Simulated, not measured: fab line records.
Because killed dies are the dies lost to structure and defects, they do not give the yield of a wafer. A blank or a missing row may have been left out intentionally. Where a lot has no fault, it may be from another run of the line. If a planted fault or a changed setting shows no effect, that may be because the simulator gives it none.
fab line records    flow nandHarc
record: lots: 6  wafers: 18  lastDay: 33
route steps=1302 shown A_CHANNEL_HOLE_D2@585 A_CHANNEL_FILL_D2@610 END@1302
lots untouched by any fault: they come from a run of this same line in which no faults occurred
startH: hours from the record's first day to the start of the lot's first wafer shown    waitH: hours elapsed since this lot's preceding step    " the same as in the row above    L1.1+2: a single row standing in for several wafers    - no value, or no start given    * or withheld: withheld    < > ~ a bound
route shown NAME@n: names a module that has steps shown in the file, with the first one's number in the route    usual: average and standard deviation across the fault-free wafers    same: alike in all rows    chamber/n: place in a boat    sites: readings site by site    _std_site: their standard deviation    _edge_site: the outer-site mean with the inner-site mean subtracted    radiusMm: how far each site lies from the wafer's centre    mask NAME#n: copy n    behind: the last tool/chamber to shape the wafer    hold: why the lot was held/for how many hours/how that ended    device: the n, p or np transistor that did not switch    end of line: tests run on the same wafers once the route is complete    step lacking rows: just its recipe    killed: dies lost to structure and defects at the first sort, not the wafer's yield    map: per-die view of a wafer (x killed, . not killed, _ where there is no die)
set.NAME: the setting as run; set.NAME@STEP: as run at that earlier step    model.NAME: the simulator's own value behind a step, which no gauge read
lots seen at some steps along the route; tables by step, rows by wafer
services: the hour from which a tool's chamber was out of use, counted from the record's first day as startH (under 0 if before that day), plus the number of hours and why
== steps ==
step: NHARC_A_CHANNEL_HOLE_D2_DESCUM_15
recipe: timeS: 3  o2FlowSccm: 200  arFlowSccm: 0  biasPowerW: 0  chemistry: O2
usual: drypumpMotorCurrentA: 5.7/0.44  oesProductAu: 1.005/0.013  rfVppV: 58.0/0.85  showerheadPlenumPTorr: 1.97/0.086  throttleValvePct: 11.311/0.0086
same: timeS: 3
lot.wafer  tool        chamber  startH  waitH  drypumpMotorCurrentA  oesProductAu  rfHoursCounterH  rfVppV  showerheadPlenumPTorr  throttleValvePct
L373.2     rieDiel-04  2        319.60  0.1    5.8                   0.994         8.5              57.7    2.02                   11.318
L373.6     "           0        "       "      5.4                   1.007         -                58.3    2.06                   11.309
L373.5     "           1        "       "      4.7                   0.983         -                58.6    2.05                   11.318
L374.3     rieDiel-04  0        346.44  0.1    5.4                   1.010         12.3             58.1    2.06                   11.320
L374.4     "           1        "       "      4.7                   0.988         11.0             57.6    2.05                   11.321
L374.5     "           0        "       "      5.4                   1.005         -                57.9    2.06                   11.332
L383.2     rieDiel-04  3        418.39  0.1    6.3                   0.996         3.5              58.3    2.03                   11.318
L383.5     "           2        "       "      5.8                   1.009         -                58.3    2.02                   11.316
L383.6     "           3        "       "      6.3                   1.007         -                57.1    2.03                   11.308
L384.4     rieDiel-04  3        420.05  0.1    6.3                   1.001         4.1              57.4    2.03                   11.316
L384.3     "           1        "       "      4.7                   0.989         4.0              57.9    2.05                   11.314
L384.5     "           0        "       "      5.4                   1.006         -                57.6    2.06                   11.303
L387.3     rieDiel-04  3        455.88  0.1    6.3                   1.012         5.2              58.2    2.03                   11.308
L387.6     "           3        "       "      6.3                   1.010         -                57.9    2.03                   11.307
L387.5     "           0        "       "      5.4                   1.003         -                59.0    2.05                   11.305
L392.4     rieDiel-05  3        502.53  0.1    5.8                   0.997         3.2              55.8    1.89                   11.318
L392.2     "           0        "       "      6.0                   0.997         3.7              56.7    1.79                   11.311
L392.6     "           1        "       "      6.0                   1.004         -                56.3    1.93                   11.315
step: NHARC_A_CHANNEL_HOLE_D2_ETCH_38
recipe: targetDepthA: 390  overEtchFrac: 0.3  timeS: 65  ionEnergyEv: 80  cf4FlowSccm: 150  arFlowSccm: 0  rfW: 300  biasW: 100  chemistry: CF4
step: NHARC_A_CHANNEL_HOLE_D2_ETCH_39
recipe: targetDepthA: 2600  overEtchFrac: 0.3  timeS: 325  ionEnergyEv: 200  n2FlowSccm: 150  h2FlowSccm: 150  arFlowSccm: 0  rfW: 400  biasW: 150  chemistry: N2/H2
step: NHARC_A_CHANNEL_HOLE_D2_ETCH_34
recipe: targetDepthA: 1540  timeS: 77  cf4FlowSccm: 100  chf3FlowSccm: 30  arFlowSccm: 0  rfW: 500  biasW: 200  chemistry: CF4/CHF3
step: NHARC_A_CHANNEL_HOLE_D2_ETCH_16
recipe: targetDepthA: 31000  overEtchFrac: 0.3  timeS: 806  ionEnergyEv: 150  o2FlowSccm: 400  cosFlowSccm: 20  arFlowSccm: 0  rfW: 500  biasW: 300  chemistry: O2/COS
usual: biasW: 300.0/0.78  cosFlowSccm: 20.01/0.055  drypumpMotorCurrentA: 5.7/0.45  oesProductAu: 1.005/0.013  rfVppV: 315.6/2  showerheadPlenumPTorr: 3.22/0.13  throttleValvePct: 28.330/0.0089
same: overEtchFrac: 0.3  timeS: 806
lot.wafer  tool        chamber  startH  waitH  biasW  cosFlowSccm  drypumpMotorCurrentA  oesProductAu  rfHoursCounterH  rfVppV  showerheadPlenumPTorr  throttleValvePct
L373.2     rieDiel-04  2        -       -      298.5  19.99        5.8                   0.996         8.8              317.4   3.29                   28.316
L373.5     "           3        "       "      299.1  19.99        6.3                   1.003         -                318.2   3.30                   28.329
L373.6     "           0        "       "      299.7  20.06        5.4                   1.024         -                317.0   3.34                   28.350
L374.4     rieDiel-04  1        -       -      300.4  20.06        4.7                   0.992         11.3             318.7   3.33                   28.329
L374.3     "           2        "       "      298.4  19.99        5.8                   1.008         10.5             316.5   3.29                   28.325
L374.5     "           0        "       "      300.6  20.02        5.4                   1.021         -                318.3   3.34                   28.330
L383.2     rieDiel-04  1        -       -      298.8  20.08        4.7                   0.979         3.9              317.8   3.33                   28.345
L383.6     "           2        "       "      300.4  19.97        5.8                   1.004         -                318.1   3.29                   28.320
L383.5     "           3        "       "      298.9  19.99        6.3                   1.005         -                318.1   3.30                   28.325
L384.4     rieDiel-04  2        -       -      300.0  20.13        5.8                   1.022         4.3              316.4   3.29                   28.336
L384.3     "           3        "       "      301.1  20.08        6.3                   1.003         4.4              315.3   3.30                   28.339
L384.5     "           1        "       "      300.6  19.94        4.7                   0.992         -                319.2   3.33                   28.332
L387.3     rieDiel-04  3        -       -      299.8  20.07        6.3                   1.009         5.5              317.1   3.30                   28.326
L387.6     "           1        "       "      300.0  19.99        4.7                   0.999         -                316.1   3.33                   28.322
L387.5     "           2        "       "      300.2  20.09        5.8                   1.015         -                316.5   3.29                   28.343
L392.2     rieDiel-05  3        -       -      298.9  19.97        5.8                   1.008         3.5              314.2   3.08                   28.343
L392.4     "           1        "       "      301.1  19.92        6.0                   1.004         3.7              314.5   3.15                   28.327
L392.6     "           2        "       "      299.0  19.99        5.8                   1.018         -                314.8   3.22                   28.324
step: NHARC_A_CHANNEL_HOLE_D2_CD_MEAS_18
usual: cdNm: 99/3
lot.wafer  tool      chamber  startH  waitH  cdNm
L373.2     cdSem-03  -        320.68  -      104
L373.5     "         -        "       "      101
L373.6     "         -        "       "      104
L374.3     cdSem-02  -        347.56  -      105
L374.4     "         -        "       "      98
L374.5     "         -        "       "      104
L383.2     cdSem-01  -        419.49  -      94
L383.5     "         -        "       "      99
L383.6     "         -        "       "      101
L384.3     cdSem-01  -        421.16  -      102
L384.4     "         -        "       "      104
L384.5     "         -        "       "      99
L387.3     cdSem-02  -        456.99  -      100
L387.5     "         -        "       "      101
L387.6     "         -        "       "      99
L392.2     cdSem-03  -        503.61  -      105
L392.4     "         -        "       "      93
L392.6     "         -        "       "      92
step: NHARC_A_CHANNEL_HOLE_D2_ETCH_19
recipe: biasV: 1200  sourceW: 2500  pressureMtorr: 15  timeS: 34.5  arFlowSccm: 375  c4f8FlowSccm: 28.8  o2FlowSccm: 96.2  tempC: -20  targetDepthA: *  chemistry: C4F8/O2/Ar
step: NHARC_A_CHANNEL_HOLE_D2_ETCH_20
recipe: biasV: 3000  sourceW: withheld  pressureMtorr: 20  timeS: 361.9  arFlowSccm: 375  c4f8FlowSccm: 89.3  o2FlowSccm: 35.7  tempC: -20  targetDepthA: 16000  chemistry: C4F8/O2/Ar
step: NHARC_A_CHANNEL_HOLE_D2_ETCH_21
recipe: biasV: 3000  sourceW: withheld  pressureMtorr: 20  timeS: 514.3  arFlowSccm: 375  c4f8FlowSccm: 89.3  o2FlowSccm: 35.7  tempC: -20  targetDepthA: 16000  chemistry: C4F8/O2/Ar
step: NHARC_A_CHANNEL_HOLE_D2_ETCH_22
recipe: biasV: 3000  sourceW: withheld  pressureMtorr: 20  timeS: 666.7  arFlowSccm: 375  c4f8FlowSccm: 89.3  o2FlowSccm: 35.7  tempC: -20  targetDepthA: 16000  chemistry: C4F8/O2/Ar
step: NHARC_A_CHANNEL_HOLE_D2_ETCH_23
recipe: biasV: 5000  sourceW: withheld  pressureMtorr: 20  timeS: 819  arFlowSccm: 375  c4f8FlowSccm: 89.3  o2FlowSccm: 35.7  tempC: -20  targetDepthA: 16000  chemistry: C4F8/O2/Ar
usual: drypumpMotorCurrentA: 5.27/0.2  showerheadPlenumPTorr: 3.69/0.15  throttleValvePct: 32.156/0.0093
same: timeS: 819
lot.wafer  tool        chamber  startH  waitH  drypumpMotorCurrentA  rfHoursCounterH  showerheadPlenumPTorr  throttleValvePct
L373.2     harEtch-02  1        322.20  0.5    5.27                  364              3.53                   32.174
L373.6     "           1        "       "      5.27                  -                3.53                   32.157
L373.5     "           0        "       "      5.48                  -                3.60                   32.159
L374.3     harEtch-02  1        349.29  0.5    5.28                  -                3.52                   32.152
L374.4     "           0        "       "      5.46                  -                3.59                   32.146
L374.5     "           1        "       "      5.25                  -                3.52                   32.146
L383.2     harEtch-01  0        421.00  0.5    5.41                  230              3.56                   32.146
L383.6     "           0        "       "      5.40                  -                3.56                   32.175
L383.5     "           1        "       "      4.94                  -                3.65                   32.162
L384.3     harEtch-02  1        422.90  0.5    5.25                  -                3.92                   32.160
L384.4     "           0        "       "      5.48                  -                3.92                   32.155
L384.5     "           1        "       "      5.28                  -                3.92                   32.162
L387.3     harEtch-02  0        460.69  0.5    5.45                  -                3.91                   32.156
L387.5     "           0        "       "      5.48                  -                3.91                   32.152
L387.6     "           1        "       "      5.28                  -                3.91                   32.167
L392.2     harEtch-02  1        505.96  0.5    5.26                  62               3.90                   32.150
L392.4     "           0        "       "      5.47                  -                3.90                   32.150
L392.6     "           1        "       "      5.24                  -                3.90                   32.163
step: NHARC_A_CHANNEL_HOLE_D2_ETCH_24
recipe: biasV: 5000  sourceW: withheld  pressureMtorr: 20  timeS: 906.2  arFlowSccm: 375  c4f8FlowSccm: 93.8  o2FlowSccm: 31.2  tempC: -20  targetDepthA: 15000  chemistry: C4F8/O2/Ar
usual: drypumpMotorCurrentA: 5.27/0.2  showerheadPlenumPTorr: 3.68/0.15  throttleValvePct: 32.235/0.0094
same: timeS: 906.2
lot.wafer  tool        chamber  startH  waitH  drypumpMotorCurrentA  rfHoursCounterH  showerheadPlenumPTorr  throttleValvePct
L373.2     harEtch-02  1        322.89  0.6    5.27                  365              3.52                   32.226
L373.6     "           1        "       "      5.23                  -                3.52                   32.225
L373.5     "           0        "       "      5.47                  -                3.59                   32.240
L374.3     harEtch-02  1        350.00  0.6    5.26                  -                3.52                   32.244
L374.4     "           0        "       "      5.44                  -                3.59                   32.223
L374.5     "           1        "       "      5.29                  -                3.52                   32.241
L383.2     harEtch-01  0        421.69  0.6    5.41                  231              3.55                   32.234
L383.6     "           0        "       "      5.42                  -                3.55                   32.241
L383.5     "           1        "       "      4.98                  -                3.65                   32.233
L384.3     harEtch-02  1        423.62  0.6    5.20                  -                3.92                   32.230
L384.4     "           0        "       "      5.47                  -                3.92                   32.238
L384.5     "           1        "       "      5.23                  -                3.92                   32.235
L387.3     harEtch-02  0        461.42  0.6    5.47                  -                3.91                   32.231
L387.5     "           0        "       "      5.44                  -                3.91                   32.236
L387.6     "           1        "       "      5.29                  -                3.91                   32.243
L392.2     harEtch-02  1        506.67  0.6    5.28                  63               3.89                   32.234
L392.4     "           0        "       "      5.46                  -                3.89                   32.237
L392.6     "           1        "       "      5.27                  -                3.89                   32.231
step: NHARC_A_CHANNEL_HOLE_D2_ETCH_25
recipe: biasV: 5000  sourceW: withheld  pressureMtorr: 20  timeS: 1040.2  arFlowSccm: 375  c4f8FlowSccm: 93.8  o2FlowSccm: 31.2  tempC: -20  targetDepthA: 15000  chemistry: C4F8/O2/Ar
usual: drypumpMotorCurrentA: 5.27/0.2  showerheadPlenumPTorr: 3.68/0.15  throttleValvePct: 32.235/0.0092
same: timeS: 1040.2
lot.wafer  tool        chamber  startH  waitH  drypumpMotorCurrentA  rfHoursCounterH  showerheadPlenumPTorr  throttleValvePct
L373.2     harEtch-02  1        323.65  0.6    5.26                  366              3.52                   32.238
L373.6     "           1        "       "      5.28                  -                3.52                   32.230
L373.5     "           0        "       "      5.44                  -                3.59                   32.237
L374.3     harEtch-02  1        350.80  0.7    5.27                  -                3.52                   32.237
L374.4     "           0        "       "      5.47                  -                3.59                   32.227
L374.5     "           1        "       "      5.24                  -                3.52                   32.228
L383.2     harEtch-01  0        422.45  0.6    5.40                  232              3.55                   32.241
L383.6     "           0        "       "      5.41                  -                3.55                   32.228
L383.5     "           1        "       "      4.93                  -                3.65                   32.231
L384.3     harEtch-02  1        424.43  0.7    5.29                  -                3.92                   32.238
L384.4     "           0        "       "      5.47                  -                3.92                   32.239
L384.5     "           1        "       "      5.28                  -                3.92                   32.235
L387.3     harEtch-02  0        462.22  0.7    5.44                  -                3.91                   32.230
L387.5     "           0        "       "      5.47                  -                3.91                   32.250
L387.6     "           1        "       "      5.26                  -                3.91                   32.238
L392.2     harEtch-02  1        507.46  0.7    5.26                  64               3.89                   32.235
L392.4     "           0        "       "      5.46                  -                3.89                   32.244
L392.6     "           1        "       "      5.24                  -                3.89                   32.223
step: NHARC_A_CHANNEL_HOLE_D2_ETCH_26
recipe: biasV: 300  sourceW: 2000  pressureMtorr: 30  timeS: 224.1  arFlowSccm: 375  c4f8FlowSccm: 11.4  o2FlowSccm: 113.6  tempC: -20  targetDepthA: 3000  chemistry: C4F8/O2/Ar
usual: drypumpMotorCurrentA: 5.27/0.2  showerheadPlenumPTorr: 3.73/0.16  throttleValvePct: 24.583/0.0094
same: timeS: 224.1
lot.wafer  tool        chamber  startH  waitH  drypumpMotorCurrentA  rfHoursCounterH  showerheadPlenumPTorr  throttleValvePct
L373.2     harEtch-02  1        324.52  0.7    5.25                  367              3.56                   24.568
L373.6     "           1        "       "      5.26                  -                3.56                   24.597
L373.5     "           0        "       "      5.46                  -                3.64                   24.572
L374.3     harEtch-02  1        351.46  0.5    5.26                  -                3.56                   24.569
L374.4     "           0        "       "      5.43                  -                3.63                   24.585
L374.5     "           1        "       "      5.27                  -                3.56                   24.587
L383.2     harEtch-01  0        423.32  0.7    5.39                  233              3.59                   24.576
L383.6     "           0        "       "      5.41                  -                3.60                   24.594
L383.5     "           1        "       "      4.95                  -                3.70                   24.571
L384.3     harEtch-02  1        425.09  0.5    5.26                  -                3.98                   24.585
L384.4     "           0        "       "      5.46                  -                3.98                   24.584
L384.5     "           1        "       "      5.27                  -                3.98                   24.576
L387.3     harEtch-02  0        462.88  0.5    5.45                  -                3.97                   24.598
L387.5     "           0        "       "      5.46                  -                3.97                   24.586
L387.6     "           1        "       "      5.28                  -                3.97                   24.590
L392.2     harEtch-02  1        508.22  0.6    5.28                  64               3.95                   24.591
L392.4     "           0        "       "      5.48                  -                3.95                   24.592
L392.6     "           1        "       "      5.28                  -                3.95                   24.589
step: NHARC_A_CHANNEL_HOLE_D2_ETCH_27
recipe: biasV: 400  sourceW: 2000  pressureMtorr: 25  timeS: 90  arFlowSccm: 375  c4f8FlowSccm: 41.7  o2FlowSccm: 83.3  tempC: -20  targetDepthA: 4000  chemistry: C4F8/O2/Ar
step: NHARC_A_CHANNEL_HOLE_D2_STRIP_41
recipe: n2FlowSccm: 150  h2FlowSccm: 150  arFlowSccm: 0  biasW: 0  chemistry: N2/H2
step: NHARC_A_CHANNEL_HOLE_D2_STRIP_42
recipe: cf4FlowSccm: 100  chf3FlowSccm: 30  arFlowSccm: 0  biasW: 0  chemistry: CF4/CHF3
step: NHARC_A_CHANNEL_HOLE_D2_STRIP_43
recipe: o2FlowSccm: 400  cosFlowSccm: 20  arFlowSccm: 0  biasW: 0  chemistry: O2/COS
step: NHARC_A_CHANNEL_HOLE_D2_ETCH_44
recipe: targetDepthA: 1400  overetchA: 140  timeS: 77  ionEnergyEv: 100  cf4FlowSccm: 80  o2FlowSccm: 20  arFlowSccm: 0  rfW: 300  biasW: 100  chemistry: CF4/O2
step: NHARC_A_CHANNEL_HOLE_D2_STRIP_28
recipe: o2FlowSccm: 500  arFlowSccm: 0  biasW: 0  chemistry: O2
step: NHARC_A_CHANNEL_HOLE_D2_PRECLEAN_29
recipe: timeS: *  tempC: 50  bathAgeMin: 0  chemistry: SC1
step: NHARC_A_CHANNEL_HOLE_D2_SRD_30
step: NHARC_A_CHANNEL_HOLE_D2_CD_MEAS_31
usual: cdNm: 90.3/2
lot.wafer  tool      chamber  startH  waitH  cdNm
L373.2     cdSem-01  -        326.28  -      91.9
L373.5     "         -        "       "      90.2
L373.6     "         -        "       "      90.9
L374.3     cdSem-01  -        353.15  -      92.3
L374.4     "         -        "       "      90.5
L374.5     "         -        "       "      94.5
L383.2     cdSem-01  -        425.09  0.1    93.0
L383.5     "         -        "       "      90.0
L383.6     "         -        "       "      92.8
L384.3     cdSem-02  -        426.77  -      89.8
L384.4     "         -        "       "      88.6
L384.5     "         -        "       "      89.9
L387.3     cdSem-01  -        464.60  -      89.4
L387.5     "         -        "       "      88.8
L387.6     "         -        "       "      88.7
L392.2     cdSem-03  -        509.93  -      91.7
L392.4     "         -        "       "      87.7
L392.6     "         -        "       "      88.7
step: NHARC_A_CHANNEL_HOLE_D2_XSEM_32
recipe: landingEnergyEv: 35000
step: NHARC_A_CHANNEL_HOLE_D2_INSPECT_40
usual: rawDefectCount: 286/94
lot.wafer  tool              chamber  startH  waitH  rawDefectCount
L373.2     defectInspect-01  -        326.46  -      1191
L373.5     "                 -        "       "      1162
L373.6     "                 -        "       "      1159
L374.3     defectInspect-01  -        353.33  -      947
L374.4     "                 -        "       "      976
L374.5     "                 -        "       "      881
L383.2     defectInspect-02  -        425.27  -      254
L383.5     "                 -        "       "      181
L383.6     "                 -        "       "      260
L384.3     defectInspect-02  -        426.96  -      240
L384.4     "                 -        "       "      289
L384.5     "                 -        "       "      323
L387.3     defectInspect-01  -        464.79  -      263
L387.5     "                 -        "       "      316
L387.6     "                 -        "       "      303
L392.2     defectInspect-01  -        510.11  -      187
L392.4     "                 -        "       "      243
L392.6     "                 -        "       "      196
step: NHARC_A_CHANNEL_FILL_D2_PRECLEAN_00
recipe: timeS: *  tempC: 50  bathAgeMin: 0  chemistry: SC1
step: NHARC_END_SORT_01
recipe: tempC: 25
usual: killedAtArray: 64/20  killedAtOther: 0.7/1.1  killedAtPeriphery: 3.6/2.7  killedDies: 68/20  killedOpen: 2.8/1.9  killedShort: 2.3/1.5
same: grossDies: 677
lot.wafer  tool       chamber  startH  waitH  killedAtArray  killedAtOther  killedAtPeriphery  killedDies  killedOpen  killedShort
L373.2     prober-02  0        572.41  2.8    104            0              2                  106         0           3
L373.5     prober-02  0        574.81  3.7    103            0              2                  105         1           3
L373.6     prober-02  0        575.61  4.0    106            0              3                  109         3           3
L374.3     prober-02  0        612.44  3.1    109            0              3                  112         2           2
L374.4     prober-02  0        613.25  3.4    97             0              9                  106         4           4
L374.5     prober-02  0        614.06  3.7    114            0              5                  119         3           1
L384.3     prober-01  0        698.24  3.1    48             0              8                  56          7           2
L384.4     prober-01  0        699.04  3.4    52             0              14                 66          5           4
L384.5     prober-01  0        699.85  3.7    43             0              6                  49          6           1
killed by level:class
L373.2 A_CHANNEL_HOLE_D2:unspecified=75 A_CHANNEL_HOLE_D1:chamberFilmFlake=13 A_CHANNEL_HOLE_D2:chamberFilmFlake=6 A_CONTACT:chamberFilmFlake=4 A_CHANNEL_FILL_D1:chamberFilmFlake=3 P_CONTACT:geometricParticle:short=1 A_ONON_D2:geometricParticle:short=1 A_M0:geometricParticle:short=1
L373.5 A_CHANNEL_HOLE_D2:unspecified=77 A_CHANNEL_HOLE_D2:chamberFilmFlake=10 A_CONTACT:chamberFilmFlake=4 A_CHANNEL_HOLE_D1:chamberFilmFlake=3 A_STAIRCASE:chamberFilmFlake=3 A_ONON_D1:geometricParticle:open=1 A_CHANNEL_HOLE_D1:geometricParticle:short=1 A_CHANNEL_FILL_D2:geometricParticle:short=1
L373.6 A_CHANNEL_HOLE_D2:unspecified=83 A_CHANNEL_HOLE_D1:chamberFilmFlake=5 A_CHANNEL_HOLE_D2:chamberFilmFlake=5 A_CONTACT:chamberFilmFlake=4 P_GATE:chamberFilmFlake=2 A_CHANNEL_FILL_D1:chamberFilmFlake=2 P_ZERO_WELL:geometricParticle:open=1 A_CHANNEL_HOLE_D1:geometricParticle:short=1
L374.3 A_CHANNEL_HOLE_D2:unspecified=78 A_CHANNEL_HOLE_D2:chamberFilmFlake=12 A_STAIRCASE:chamberFilmFlake=6 A_CHANNEL_HOLE_D1:chamberFilmFlake=5 A_SGD_CUT:chamberFilmFlake=3 P_CONTACT:geometricParticle:short=1 A_CHANNEL_HOLE_D2:geometricParticle:open=1 A_SGD_CUT:geometricParticle:short=1
L374.4 A_CHANNEL_HOLE_D2:unspecified=78 P_ZERO_WELL:chamberFilmFlake=5 A_CHANNEL_HOLE_D2:chamberFilmFlake=4 A_CHANNEL_HOLE_D1:chamberFilmFlake=3 A_STAIRCASE:chamberFilmFlake=2 A_CONTACT:chamberFilmFlake=2 P_M0:geometricParticle:short=1 P_M1:geometricParticle:open=1
L374.5 A_CHANNEL_HOLE_D2:unspecified=90 A_STAIRCASE:chamberFilmFlake=5 A_CHANNEL_HOLE_D2:chamberFilmFlake=4 A_M1:chamberFilmFlake=4 P_ZERO_WELL:chamberFilmFlake=3 A_CHANNEL_HOLE_D1:chamberFilmFlake=3 A_SGD_CUT:chamberFilmFlake=3 A_CHANNEL_HOLE_D1:geometricParticle:short=1
L384.3 A_CHANNEL_HOLE_D1:chamberFilmFlake=31 A_STAIRCASE:chamberFilmFlake=6 P_CONTACT:chamberFilmFlake=3 P_CONTACT:geometricParticle:open=2 P_ZERO_WELL:chamberFilmFlake=2 A_CONTACT:chamberFilmFlake=2 A_ONON_D1:geometricParticle:open=1 A_CHANNEL_HOLE_D1:geometricParticle:open=1
L384.4 A_CHANNEL_HOLE_D1:chamberFilmFlake=29 P_CONTACT:chamberFilmFlake=6 A_SLIT:chamberFilmFlake=5 P_STI:chamberFilmFlake=4 A_SOURCE_PLATE:geometricParticle:open=2 P_M2:chamberFilmFlake=2 A_STAIRCASE:chamberFilmFlake=2 A_CHANNEL_HOLE_D2:chamberFilmFlake=2
L384.5 A_CHANNEL_HOLE_D1:chamberFilmFlake=32 P_ZERO_WELL:chamberFilmFlake=3 A_STAIRCASE:chamberFilmFlake=2 P_STI:chamberFilmFlake=2 A_SOURCE_PLATE:geometricParticle:open=1 A_CHANNEL_HOLE_D1:geometricParticle:short=1 A_CHANNEL_FILL_D1:geometricParticle:open=1 A_ONON_D2:geometricParticle:open=1
== services ==
tool        chamber  startH  hours  kind
rieDiel-04  0        309.43  -      clean
rieDiel-04  1        309.43  -      clean
rieDiel-04  2        309.43  -      clean
rieDiel-04  3        309.43  -      clean
rieDiel-04  0        333.93  -      clean
rieDiel-04  1        333.93  -      clean
rieDiel-04  2        333.93  -      clean
rieDiel-04  3        333.93  -      clean
rieDiel-04  -        354.90  9.0    pm
rieDiel-04  0        354.90  9.0    ventCycle
harEtch-02  -        377.36  17.0   pm
harEtch-02  0        377.36  17.0   ventCycle
harEtch-02  1        377.36  17.0   ventCycle
rieDiel-05  2        379.76  8.7    repair
harEtch-02  0        394.36  -      clean
harEtch-02  0        394.36  -      consumableReplace:esc
harEtch-02  0        394.36  -      consumableReplace:focusRing
harEtch-02  0        394.36  -      consumableReplace:showerhead
harEtch-02  1        394.36  -      clean
harEtch-02  1        394.36  -      consumableReplace:focusRing
harEtch-02  1        394.36  -      consumableReplace:showerhead
rieDiel-05  -        402.20  1.8    repair
rieDiel-05  -        406.60  9.0    pm
rieDiel-05  2        433.75  3.5    repair
== key ==
firstSign: step: NHARC_A_CHANNEL_HOLE_D2_INSPECT_40  reading: rawDefectCount  direction: up  sigmas: 8.2  usual: 286  struck: 1053
effect: step: NHARC_END_SORT_01  reading: killedAtArray  direction: up  sigmas: 2.1  usual: 64  struck: 106  wafersMoved: 5
moreKillsBornAt: NHARC_A_CHANNEL_HOLE_D2_ETCH_25@harEtch-02: 290
metAt NHARC_A_CHANNEL_HOLE_D2_ETCH_25
struckWafers L373.2,L373.5,L373.6,L374.3,L374.4,L374.5
testerLeftOut L373,L374
fault: kind: chamberParticleSource  tool: harEtch-02  chamber: -  onsetH: 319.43  steps: NHARC_A_CHANNEL_HOLE_D2_ETCH_25  ratePerVisitCm2: 1.0528  endH: 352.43
testerLeftOut: of these lots the tester's yield and bins aren't shown, on N5 and GAA mostly nor the transistor test; their killed dies are dies lost to structure and defects alone, not to doping, threshold or leakage, so they don't give the yield
